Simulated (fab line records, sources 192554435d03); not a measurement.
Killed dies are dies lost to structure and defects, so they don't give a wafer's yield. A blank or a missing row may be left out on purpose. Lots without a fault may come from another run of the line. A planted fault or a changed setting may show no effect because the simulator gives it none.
Which tool did it? | flow n5_finfet | 10 lots, 30 wafers sampled, at 4 steps of a route of 1938

WHAT THE GAUGES READ, wafer by wafer
N5_BEOL_M12_OCD_MEAS_35.
lot  | measured     | on     | trench_depth_nm (nm)
L075 | day 12 05:15 | ocd-02 | 320 319 318
L077 | day 12 11:01 | ocd-02 | 324 318 318
L078 | day 12 15:02 | ocd-02 | 311 312 317
L081 | day 13 00:38 | ocd-01 | 315 312 316
L082 | day 13 22:49 | ocd-02 | 316 327 320
L086 | day 14 11:36 | ocd-02 | 320 321 318
L085 | day 15 04:14 | ocd-02 | 315 317 320
L089 | day 16 05:06 | ocd-02 | 316 324 325
L092 | day 16 20:33 | ocd-01 | 326 326 317
L095 | day 17 00:20 | ocd-01 | 329 312 315

WHICH TOOL RAN EACH LOT (tool, then ch and the chambers of the sampled wafers, then the start)
lot  | N5_BEOL_M12_DESCUM_15              | N5_BEOL_M12_VIA_ETCH_16            | N5_BEOL_M12_TRENCH_ETCH_34
L075 | rie_diel-02 ch 0,1,3, day 12 03:40 | rie_diel-02 ch 0,1,3, day 12 03:46 | rie_diel-05 ch 0,1, day 12 05:05
L077 | rie_diel-05 ch 0,1,2, day 12 09:17 | rie_diel-05 ch 0,1,2, day 12 09:22 | rie_diel-05 ch 2,3, day 12 10:52
L078 | rie_diel-02 ch 1,2,3, day 12 13:32 | rie_diel-02 ch 1,2,3, day 12 13:41 | rie_diel-02 ch 1,2,3, day 12 14:56
L081 | rie_diel-05 ch 0,2,3, day 12 22:44 | rie_diel-05 ch 0,2,3, day 12 22:49 | rie_diel-02 ch 1,2, day 13 00:25
L082 | rie_diel-06 ch 1,2,3, day 13 21:23 | rie_diel-06 ch 1,2,3, day 13 21:29 | rie_diel-06 ch 0,2,3, day 13 22:40
L086 | rie_diel-05 ch 0,1,2, day 14 09:44 | rie_diel-05 ch 0,1,2, day 14 09:49 | rie_diel-05 ch 0,1,2, day 14 11:27
L085 | rie_diel-06 ch 0,1,3, day 15 02:32 | rie_diel-06 ch 0,1,3, day 15 02:38 | rie_diel-05 ch 0,1,2, day 15 04:05
L089 | rie_diel-02 ch 0,1, day 16 03:35   | rie_diel-02 ch 0,1, day 16 03:41   | rie_diel-06 ch 0,2, day 16 04:56
L092 | rie_diel-06 ch 0,1,2, day 16 18:56 | rie_diel-06 ch 0,1,2, day 16 19:01 | rie_diel-06 ch 1,2,3, day 16 20:23
L095 | rie_diel-02 ch 0,1,2, day 16 21:45 | rie_diel-02 ch 0,1,2, day 16 21:50 | rie_diel-02 ch 0,1,2, day 17 00:11
- N5_BEOL_M12_DESCUM_15: chemistry O2, time 7.9 s.
- N5_BEOL_M12_VIA_ETCH_16: etches SiOC in C4F8/O2/Ar, target depth 724.8 nm.
- N5_BEOL_M12_TRENCH_ETCH_34: etches SiOC in C4F8/O2/Ar, target depth 318.95 nm, time 125.5 s.

THE ANSWER, worked out from the rows above alone
Rule: what is usual is taken from the lots themselves. Put in order of their means at a reading, lots are off if they are a third of the lots or fewer, leave a main group of 4 or more, and stand apart from it by a gap of 3 or more times the standard deviation of the main group's means; of several such gaps the widest counts. A main group whose means are all the same, to the digits that the tables above print for the reading, isn't used. A lot without any number at a reading at which 4 lots or more have one is off too. The other lots that the step has rows for count as sound.
No lot is off at any reading shown: from this, nothing can be told.

WHAT THE SIMULATOR HAD PUT IN
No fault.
